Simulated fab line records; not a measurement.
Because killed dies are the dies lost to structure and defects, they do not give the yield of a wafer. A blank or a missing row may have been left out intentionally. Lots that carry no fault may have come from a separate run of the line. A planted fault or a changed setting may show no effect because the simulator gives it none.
Struck lot and sound lot, side by side ; flow nand harc ; 15 steps out of a route of 1159
Sound: the wafers L688.2, L688.4, L688.5. Wafers struck: L681.2, L681.3, L681.6. The cause is given at the end.
Each step with rows lists, per side, the tool, then ch with its chambers, then its first start. Under that, the readings that differ: sound wafers ; struck wafers ; difference of the means ; sigmas: that difference in standard deviations of wafers without a fault.
alike: readings with means less than 2 such deviations apart, plus words and numbers identical on both sides. not compared: withheld readings, readings lacking a value on some wafer, bounds such as >300 that could conceal the same value, and numbers that have no deviation in the record and whose values overlap.
Wherever a step has rows on one side only, a row that says differs or no value, or a row with sigmas, the two part there. When numbers do not overlap yet have no deviation, they are printed without sigmas and do not part them. Lack of a reading on every wafer of one side parts them only where that side has two or more wafers.

NHARC_P_ZERO_WELL_DESCUM_54: chemistry O2, time 3 s.
  sound on rie diel-02 ch 0,2,3, day 5 23:53; struck on rie diel-04 ch 0,2,3, day 4 05:49
  alike: drypump motor current A, oes product au, rf vpp V, showerhead plenum p Torr, throttle valve pct
  not compared: rf hours counter h
then, 5 steps without rows for these wafers: NHARC_P_ZERO_WELL_IMPLANT_55; NHARC_P_ZERO_WELL_IMPLANT_61; NHARC_P_ZERO_WELL_STRIP_56 (strips in SPM, time 840 s); NHARC_P_ZERO_WELL_PRECLEAN_68 (cleans in SC1, time 60 s); NHARC_P_ZERO_WELL_SRD_69.
NHARC_P_ZERO_WELL_RTA_42: time 300 s.
  sound on rtp anneal-01 ch 0, day 6 00:59; struck on rtp anneal-02 ch 0, day 4 06:53
reading;sound;struck;difference;sigmas
lamp power pct (%);32.6 32.6 32.6;36.2 36.2 36.3;+3.6;+2
  alike: anneal temp c max, lamp_zone_3_pct, wafer_temp_C_max
NHARC_P_ZERO_WELL_INSPECT_43:
  sound on defect inspect-02, day 6 01:34; struck on defect inspect-02, day 4 07:27
  alike: raw defect count
then, 4 steps without rows for these wafers: NHARC_P_STI_ETCH_26 (etches SiO2 in dHF, target depth 11 nm); NHARC_P_STI_PRECLEAN_27 (cleans in SC1); NHARC_P_STI_SRD_28; NHARC_P_STI_OXIDE_29 (material SiO2, target thk 10 nm, ox time 1362 s).
NHARC_P_STI_HM_DEP_30: deposits Si3N4, target thk 80 nm, time 873 s.
  sound on lpcvd-01 ch 1, day 6 09:20; struck on lpcvd-02 ch 0, day 4 18:44
  no value came back on the struck wafers for pressure mtorr (mTorr), run length s (s), spike tc bottom C (C), spike tc lower C (C); on the sound wafers pressure mtorr (mTorr) reads 299.8 299.4 300.3
then, 1 step without rows for these wafers: NHARC_P_STI_DEHYDRATE_01 (time 120 s).
-- the record jumps here: 18 days lie between the struck wafers' starts before and after (it left off in module P_STI and takes up again in module END, whose first step shown is number 1159 of the route) --
NHARC_END_SORT_01:
  here the record holds rows for the struck wafers (prober-02 ch 0, day 22 23:25) but none for the sound ones

WHERE THEY PART
First at NHARC_P_ZERO_WELL_RTA_42; last, within this record, at NHARC_END_SORT_01.

WHY: whatever the simulator had introduced
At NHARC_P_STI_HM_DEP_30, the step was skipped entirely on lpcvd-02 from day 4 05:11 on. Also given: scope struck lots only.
